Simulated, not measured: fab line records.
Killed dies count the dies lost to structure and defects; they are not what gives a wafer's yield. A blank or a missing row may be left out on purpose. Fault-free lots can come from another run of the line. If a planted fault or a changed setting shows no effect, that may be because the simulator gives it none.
Matching of chambers ; flow n5 finfet ; N5_SDB_ALD_29 on ald sin-01 has 4 sister chambers
The step deposits SiNx, target thk 30 nm, pulse time 1 s, ald cycles 600. 8 wafers are shown with their chamber, then 10 later ones without.

## WAFERS WITH THEIR CHAMBER
wafer;chamber;heater power w (W);precursor pulse height rel
L083.6;1;823;0.999
L084.1;1;822;1.019
L084.3;2;933;0.983
L086.1;3;753;0.988
L086.4;0;967;0.992
L086.6;2;956;1.009
L087.2;3;737;1.010
L087.3;0;964;1.022

## WAFERS WHOSE CHAMBER IS MISSING
wafer;heater power w (W);precursor pulse height rel
L087.5;962;0.977
L090.1;754;0.990
L090.4;956;1.026
L090.5;762;1.004
L091.1;839;1.017
L091.4;752;1.004
L091.6;824;0.994
L094.1;836;0.993
L094.4;975;1.019
L094.5;984;0.964

## CHAMBER TAKEN BY EACH
wafer;from the rows above;in truth
L087.5;can't be placed: 0 or 2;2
L090.1;3;3
L090.4;can't be placed: 0 or 2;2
L090.5;3;3
L091.1;1;1
L091.4;3;3
L091.6;1;1
L094.1;1;1
L094.4;0;0
L094.5;can't be placed: 0 or 2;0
Correctly placed: 7 of 10. Cannot be placed on the basis of these rows: 3; the candidates contain the true chamber in 3. Number placed wrongly: 0.
How it was worked out, from the rows above alone: a wafer's distance from a chamber is the root of the sum, over the readings, of the square of ((its reading less the chamber's mean) divided by the reading's scatter). If the next closest chamber is less than 2 further off than the closest, the wafer can't be placed; otherwise it belongs to the closest. The mean given for a chamber averages the wafers shown for that chamber. The scatter: take each reading less its chamber's mean, square it, sum over the shown wafers, divide by the number of wafers less the number of chambers, and take the root.
